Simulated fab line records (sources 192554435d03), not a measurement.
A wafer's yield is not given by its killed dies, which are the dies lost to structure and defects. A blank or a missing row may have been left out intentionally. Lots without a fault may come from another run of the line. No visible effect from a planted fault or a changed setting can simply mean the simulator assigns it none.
A lot that was struck, set against a sound lot	flow n5 finfet	35 steps out of a route of 1938
Sound: wafers L229.2, L229.3, L229.4. Wafers L241.4, L241.5 were the ones struck. Last of all comes the cause.
Each step with rows lists, per side, the tool, then ch with its chambers, then its first start. Under that, the readings that differ: sound wafers	struck wafers	difference of the means	sigmas: that difference in standard deviations of wafers without a fault.
alike: readings with means less than 2 such deviations apart, plus words and numbers identical on both sides. not compared: withheld readings, readings lacking a value on some wafer, bounds such as >300 that could conceal the same value, and numbers that have no deviation in the record and whose values overlap.
A row with sigmas, a row that says differs or no value, or rows on one side alone: a step with any of these is where the two part. Numbers that don't overlap but have no deviation are shown without sigmas and don't part them. Lack of a reading on every wafer of one side parts them only where that side has two or more wafers.

first, 7 steps without rows for these wafers: N5_SD_EPI_P_SRD_25 (time 30 s); N5_SD_ACTIVATION_RTA_00 (time 0 s); N5_SD_ACTIVATION_LSA_01 (time 0.0008 s); N5_ILD0_LINER_00 (material SiNx, target thk 4 nm, pulse time 1 s, purge time 2 s); N5_ILD0_FCVD_FILL_01 (material SiO2 flowable, target thk 200 nm, time 328.3 s); N5_ILD0_CURE_02 (time 1800 s); N5_ILD0_CMP_03 (polishes, stops on SiNx, t overpolish 1.9 s, target thk 197.38 nm).
N5_ILD0_CMP_07: polishes SiO2 flowable, stops on poly-Si, t overpolish 1.18 s, target thk 138.88 nm.
  sound on cmp-02 ch 0,1,3, day 4 09:49; struck on cmp-02 ch 0,2, day 7 11:08
reading	sound	struck	difference	sigmas
model.a-Si_of_DUMMY_GATE_CVD_03.thk nm (nm)	68.6 68.4 67.8	69.8 69.2	+1.2	
  alike: motor current A
N5_ILD0_PRECLEAN_10: cleans in NF3:NH3, afs cycles 5, time 20 s, sublimation time 60 s.
  sound on remote plasma-01 ch 1, day 4 10:13; struck on remote plasma-02 ch 1, day 7 11:41
reading	sound	struck	difference	sigmas
model.SiO2_flowable_of_ILD0_FCVD_FILL_01.thk nm (nm)	119.6 119 119.2	121.8 121.6	+2.4	
then, 22 steps without rows for these wafers: N5_ILD0_ALD_15 (deposits SiNx, target thk 24 nm, pulse time 1 s, ald cycles 480); N5_ILD0_CMP_12 (polishes SiNx, stops on poly-Si, t overpolish 6 s, target thk 17.67 nm); N5_SDB_HM_DEP_00 (deposits SiNx from SiH4/NH3/N2, target thk 40 nm, time 35.3 s); N5_SDB_COAT_03 (time 60 s, resist thk 100 nm); N5_SDB_COAT_04 (time 60 s, resist thk 18 nm); N5_SDB_COAT_05 (resist thk 90 nm); N5_SDB_EBR_07; N5_SDB_SOFTBAKE_06 (time 60 s); N5_SDB_EXPOSE_08 (exposes mask SDB); N5_SDB_PEB_09 (peb time 60 s); N5_SDB_DEVELOP_10 (develop time 30 s); N5_SDB_DESCUM_16 (chemistry O2, time 7.9 s); N5_SDB_ETCH_17 (etches SiARC in CF4, target depth 23.4 nm, time 39 s); N5_SDB_ETCH_18 (etches SOC in N2/H2, target depth 100 nm, overetch 20 nm, time 150 s); N5_SDB_STRIP_19 (strips in N2/H2); N5_SDB_STRIP_21 (strips in CF4); N5_SDB_HM_OPEN_20 (chemistry CH3F/O2, target SiNx, stops on poly-Si, target depth 24 nm); N5_SDB_STRIP_22 (strips in N2/H2); N5_SDB_PRECLEAN_23 (cleans in dHF, time 30 s); N5_SDB_DUMMY_REMOVE_24 (chemistry TMAH, target poly-Si, stops on SiO2, target depth 142 nm, time 57 s, rinse time 30 s); N5_SDB_ETCH_25 (etches SiO2 in C4F6/O2, target depth 10 nm, time 3.3 s); N5_SDB_CUT_ETCH_26 (etches Si in HBr/Cl2/O2, target depth 129.6 nm, bt time 20 s, time 51.8 s).
N5_DUMMY_REMOVAL_HM_STRIP_01: strips SiNx in CH3F/O2, stops on poly-Si, target depth 4 nm, time 6.8 s.
  sound on rie diel-05 ch 1,2,3, day 4 18:52; struck on rie diel-05 ch 2,3, day 7 19:01
reading	sound	struck	difference	sigmas
model.a-Si_of_DUMMY_GATE_CVD_03.thk nm (nm)	63.8 63.6 63.2	65 64.6	+1	
  alike: O2_flow_sccm, drypump motor current A, oes product au, rf vpp V, showerhead plenum p Torr, throttle valve pct
  not compared: rf hours counter h
N5_GATE_CUT_CMP_02: polishes, stops on SiO2, t overpolish 12.7 s, target thk 0 nm.
  sound on cmp-02 ch 0,1,2, day 5 07:58; struck on cmp-04 ch 3, day 8 07:32
reading	sound	struck	difference	sigmas
model.SiO2_flowable_of_ILD0_FCVD_FILL_01.thk nm (nm)	115 114.4 114.6	117.2 116.8	+2.3	
  alike: motor current A, overpolish run s, time to endpoint s
-- a jump in the record: the struck wafers' starts before and after are 3 days apart (it breaks off in module GATE_CUT and resumes in module BEOL_M4, where the first step shown is number 1111 of the route) --
N5_BEOL_M4_RC_MEAS_101:
  sound on prober-01 ch 0, day 8 18:37; struck on prober-02 ch 0, day 11 13:36
  alike: DIBL_N, DIBL_P, IOFF_N, IOFF_P, ION_N, ION_P, SS_N, SS_P, VT_N, VT_P
after that, 1 step had no rows for these wafers: N5_PASSIVATION_PROBE_49.

== WHERE THEY PART ==
Nowhere in this record.

WHY: whatever the simulator had introduced
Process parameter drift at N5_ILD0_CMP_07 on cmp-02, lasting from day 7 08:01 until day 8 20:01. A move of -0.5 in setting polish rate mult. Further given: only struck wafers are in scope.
